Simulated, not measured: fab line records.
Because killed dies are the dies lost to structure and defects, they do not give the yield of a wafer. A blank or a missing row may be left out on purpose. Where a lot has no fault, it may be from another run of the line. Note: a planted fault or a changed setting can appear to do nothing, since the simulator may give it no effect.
What tool caused it? :: flow nandHarc :: 12 lots, 36 wafers sampled, at 6 steps of a route of 1159

WHAT EACH GAUGE READ, for each wafer
NHARC_P_GATE_INSPECT_68.
lot: L769
measured: day 5 18:11
on: defectInspect-01
rawDefectCount: 217 216 313

lot: L768
measured: day 5 19:43
on: defectInspect-02
rawDefectCount: 187 219 319

lot: L770
measured: day 6 00:31
on: defectInspect-01
rawDefectCount: 335 159 212

lot: L772
measured: day 6 07:52
on: defectInspect-02
rawDefectCount: 108 164 179

lot: L771
measured: day 6 08:42
on: defectInspect-02
rawDefectCount: 175 169 254

lot: L775
measured: day 7 15:38
on: defectInspect-02
rawDefectCount: 146 119 210

lot: L776
measured: day 7 16:52
on: defectInspect-02
rawDefectCount: 193 122 101

lot: L779
measured: day 8 15:32
on: defectInspect-01
rawDefectCount: 214 215 411

lot: L787
measured: day 10 07:01
on: defectInspect-02
rawDefectCount: 271 289 159

lot: L788
measured: day 10 14:10
on: defectInspect-02
rawDefectCount: 180 353 331

lot: L790
measured: day 11 05:38
on: defectInspect-02
rawDefectCount: 377 165 332

lot: L791
measured: day 11 05:55
on: defectInspect-02
rawDefectCount: 256 400 537

NHARC_P_CONTACT_CD_MEAS_12: the cd target is 90 nm.
lot: L769
measured: day 5 19:52
on: cdSem-02
cdNm (nm): 91.4 90.9 90.2

lot: L768
measured: day 5 21:21
on: cdSem-02
cdNm (nm): 92.3 91.7 91.3

lot: L770
measured: day 6 02:01
on: cdSem-02
cdNm (nm): 90.9 89.9 90.3

lot: L772
measured: day 6 09:30
on: cdSem-01
cdNm (nm): 89.7 90.0 90.4

lot: L771
measured: day 6 10:11
on: cdSem-03
cdNm (nm): 89.5 89.7 89.9

lot: L775
measured: day 7 17:15
on: cdSem-03
cdNm (nm): 90.2 90.5 90.3

lot: L776
measured: day 7 18:29
on: cdSem-03
cdNm (nm): 89.6 88.9 90.2

lot: L779
measured: day 8 17:10
on: cdSem-02
cdNm (nm): 95.7 96.6 96.8

lot: L787
measured: day 10 08:49
on: cdSem-02
cdNm (nm): 90.4 89.6 90.1

lot: L788
measured: day 10 15:40
on: cdSem-03
cdNm (nm): 89.1 89.7 89.4

lot: L790
measured: day 11 07:21
on: cdSem-01
cdNm (nm): 90.2 90.1 91.0

lot: L791
measured: day 11 07:32
on: cdSem-01
cdNm (nm): 89.6 90.6 89.1

NHARC_P_CONTACT_OVL_MEAS_13.
lot: L769
measured: day 5 19:58
on: overlay-02
overlayXNm (nm): -0.7 -0.4 0.2
overlayYNm (nm): -0.4 -0.4 -0.6

lot: L768
measured: day 5 21:26
on: overlay-02
overlayXNm (nm): -0.9 -0.7 -0.3
overlayYNm (nm): 0.2 0.6 0.1

lot: L770
measured: day 6 02:05
on: overlay-01
overlayXNm (nm): -0.2 -0.7 -0.4
overlayYNm (nm): 0.1 -0.6 -0.1

lot: L772
measured: day 6 09:36
on: overlay-02
overlayXNm (nm): -1.4 -1.0 -0.9
overlayYNm (nm): -1.0 -1.0 -0.5

lot: L771
measured: day 6 10:16
on: overlay-02
overlayXNm (nm): -1.6 -1.4 -1.3
overlayYNm (nm): 1.1 1.2 0.8

lot: L775
measured: day 7 17:20
on: overlay-02
overlayXNm (nm): 0.5 0.1 0.2
overlayYNm (nm): -0.4 -0.2 -0.5

lot: L776
measured: day 7 18:34
on: overlay-01
overlayXNm (nm): -1.2 -1.3 -1.5
overlayYNm (nm): -0.3 -0.3 -0.3

lot: L779
measured: day 8 17:15
on: overlay-01
overlayXNm (nm): -0.4 -0.3 -0.5
overlayYNm (nm): -0.2 -0.1 -0.6

lot: L787
measured: day 10 08:53
on: overlay-02
overlayXNm (nm): 0.7 0.7 0.4
overlayYNm (nm): -2.5 -2.6 -2.2

lot: L788
measured: day 10 15:45
on: overlay-01
overlayXNm (nm): -1.1 -1.2 -1.5
overlayYNm (nm): 0.2 0.4 0.6

lot: L790
measured: day 11 07:26
on: overlay-01
overlayXNm (nm): -0.3 0.0 0.1
overlayYNm (nm): -0.6 0.1 -0.4

lot: L791
measured: day 11 07:37
on: overlay-02
overlayXNm (nm): -0.5 -0.3 -0.2
overlayYNm (nm): 2.2 1.7 1.8

NHARC_P_CONTACT_CD_MEAS_19.
lot: L769
measured: day 5 20:56
on: cdSem-01
cdNm (nm): 94.2 90.5 89.0

lot: L768
measured: day 5 22:29
on: cdSem-01
cdNm (nm): 92.3 89.4 92.9

lot: L770
measured: day 6 03:04
on: cdSem-01
cdNm (nm): 91.6 86.8 89.8

lot: L772
measured: day 6 10:35
on: cdSem-02
cdNm (nm): 90.7 90.2 88.8

lot: L771
measured: day 6 11:16
on: cdSem-03
cdNm (nm): 87.1 89.2 90.1

lot: L775
measured: day 7 18:30
on: cdSem-01
cdNm (nm): 90.0 92.9 87.6

lot: L776
measured: day 7 19:37
on: cdSem-01
cdNm (nm): 89.4 89.6 91.3

lot: L779
measured: day 8 18:13
on: cdSem-02
cdNm (nm): 98.0 92.8 99.7

lot: L787
measured: day 10 10:05
on: cdSem-03
cdNm (nm): 90.9 91.3 89.3

lot: L788
measured: day 10 16:50
on: cdSem-01
cdNm (nm): 91.5 90.9 88.8

lot: L790
measured: day 11 08:34
on: cdSem-01
cdNm (nm): 88.1 88.9 91.4

lot: L791
measured: day 11 08:59
on: cdSem-02
cdNm (nm): 89.9 88.1 88.4

WHICH TOOL RAN EACH LOT (tool, then ch and the chambers of the sampled wafers, then the start)
lot: L769
NHARC_P_GATE_STRIP_95: plasmaAsher-02 ch 0,1, day 5 15:53
NHARC_P_CONTACT_EXPOSE_09: arfiScanner-03 ch 0, day 5 19:43

lot: L768
NHARC_P_GATE_STRIP_95: plasmaAsher-02 ch 0,1, day 5 17:34
NHARC_P_CONTACT_EXPOSE_09: arfiScanner-03 ch 0, day 5 21:13

lot: L770
NHARC_P_GATE_STRIP_95: plasmaAsher-01 ch 0,1, day 5 22:43
NHARC_P_CONTACT_EXPOSE_09: arfiScanner-03 ch 0, day 6 01:52

lot: L772
NHARC_P_GATE_STRIP_95: plasmaAsher-02 ch 0,1, day 6 05:57
NHARC_P_CONTACT_EXPOSE_09: arfiScanner-01 ch 0, day 6 09:22

lot: L771
NHARC_P_GATE_STRIP_95: plasmaAsher-01 ch 0,1, day 6 06:49
NHARC_P_CONTACT_EXPOSE_09: arfiScanner-01 ch 0, day 6 10:02

lot: L775
NHARC_P_GATE_STRIP_95: plasmaAsher-02 ch 0,1, day 7 13:44
NHARC_P_CONTACT_EXPOSE_09: arfiScanner-02 ch 0, day 7 17:07

lot: L776
NHARC_P_GATE_STRIP_95: plasmaAsher-01 ch 0,1, day 7 15:01
NHARC_P_CONTACT_EXPOSE_09: arfiScanner-02 ch 0, day 7 18:21

lot: L779
NHARC_P_GATE_STRIP_95: plasmaAsher-02 ch 0,1, day 8 13:42
NHARC_P_CONTACT_EXPOSE_09: arfiScanner-03 ch 0, day 8 17:01

lot: L787
NHARC_P_GATE_STRIP_95: plasmaAsher-01 ch 0, day 10 05:02
NHARC_P_CONTACT_EXPOSE_09: arfiScanner-03 ch 0, day 10 08:40

lot: L788
NHARC_P_GATE_STRIP_95: plasmaAsher-02 ch 0,1, day 10 12:14
NHARC_P_CONTACT_EXPOSE_09: arfiScanner-01 ch 0, day 10 15:31

lot: L790
NHARC_P_GATE_STRIP_95: plasmaAsher-02 ch 0, day 11 03:41
NHARC_P_CONTACT_EXPOSE_09: arfiScanner-02 ch 0, day 11 07:13

lot: L791
NHARC_P_GATE_STRIP_95: plasmaAsher-01 ch 0,1, day 11 04:06
NHARC_P_CONTACT_EXPOSE_09: arfiScanner-01 ch 0, day 11 07:23
- NHARC_P_GATE_STRIP_95: strips in O2.
- NHARC_P_CONTACT_EXPOSE_09: exposes mask P CA, target cd 90 nm.

WHAT THE TOOLS THEMSELVES READ (means of the sampled wafers that have a number; where no wafer has one, the mark that the record gives instead)
NHARC_P_GATE_STRIP_95.
lot: L769
tool: plasmaAsher-02
drypumpMotorCurrentA (A): 5.8
heaterPowerW (W): 389

lot: L768
tool: plasmaAsher-02
drypumpMotorCurrentA (A): 5.8
heaterPowerW (W): 399

lot: L770
tool: plasmaAsher-01
drypumpMotorCurrentA (A): 5.2
heaterPowerW (W): 351

lot: L772
tool: plasmaAsher-02
drypumpMotorCurrentA (A): 5.8
heaterPowerW (W): 392

lot: L771
tool: plasmaAsher-01
drypumpMotorCurrentA (A): 5.2
heaterPowerW (W): 368

lot: L775
tool: plasmaAsher-02
drypumpMotorCurrentA (A): 5.8
heaterPowerW (W): 394

lot: L776
tool: plasmaAsher-01
drypumpMotorCurrentA (A): 5.2
heaterPowerW (W): 366

lot: L779
tool: plasmaAsher-02
drypumpMotorCurrentA (A): 5.8
heaterPowerW (W): 393

lot: L787
tool: plasmaAsher-01
drypumpMotorCurrentA (A): 5.3
heaterPowerW (W): 379

lot: L788
tool: plasmaAsher-02
drypumpMotorCurrentA (A): 5.5
heaterPowerW (W): 393

lot: L790
tool: plasmaAsher-02
drypumpMotorCurrentA (A): 6.1
heaterPowerW (W): 364

lot: L791
tool: plasmaAsher-01
drypumpMotorCurrentA (A): 5.2
heaterPowerW (W): 364

NHARC_P_CONTACT_EXPOSE_09.
lot: L769
tool: arfiScanner-03
exposureDoseMJCm2: 81.12

lot: L768
tool: arfiScanner-03
exposureDoseMJCm2: 81.29

lot: L770
tool: arfiScanner-03
exposureDoseMJCm2: 81.13

lot: L772
tool: arfiScanner-01
exposureDoseMJCm2: 81.25

lot: L771
tool: arfiScanner-01
exposureDoseMJCm2: 81.28

lot: L775
tool: arfiScanner-02
exposureDoseMJCm2: 81.22

lot: L776
tool: arfiScanner-02
exposureDoseMJCm2: 81.22

lot: L779
tool: arfiScanner-03
exposureDoseMJCm2: 81.30

lot: L787
tool: arfiScanner-03
exposureDoseMJCm2: 81.13

lot: L788
tool: arfiScanner-01
exposureDoseMJCm2: 81.15

lot: L790
tool: arfiScanner-02
exposureDoseMJCm2: 81.23

lot: L791
tool: arfiScanner-01
exposureDoseMJCm2: 81.15

THE ANSWER, worked out from the rows above alone
Rule: the lots themselves supply what counts as usual. The widest of any qualifying gaps counts: lots, ordered by their means at a reading, are off when they make up no more than a third of the lots, leave a main group of 4 or more, and stand apart from it by 3 or more times the standard deviation of that group's means. A main group whose means are all the same, to the digits that the tables above print for the reading, isn't used. A lot without any number at a reading at which 4 lots or more have one is off too. The other lots that the step has rows for count as sound. Order of review: gauges by route order, followed by the tools' own readings, for which a lot's mean as printed above is used. At the first step where some lot is off, the reading lying furthest off is the one used; lots without a number count as furthest.
Off: L779, at NHARC_P_CONTACT_CD_MEAS_12 (cdNm). The main group: mean 90.2 nm, standard deviation 0.64.
If a tool, at a process step before that reading, ran all the lots that are off and no sound lot after the first of them, it fits. The gauges at NHARC_P_CONTACT_CD_MEAS_12 are tried like those tools. No candidate that was tried fits.

WHAT THE SIMULATOR HAD PUT IN
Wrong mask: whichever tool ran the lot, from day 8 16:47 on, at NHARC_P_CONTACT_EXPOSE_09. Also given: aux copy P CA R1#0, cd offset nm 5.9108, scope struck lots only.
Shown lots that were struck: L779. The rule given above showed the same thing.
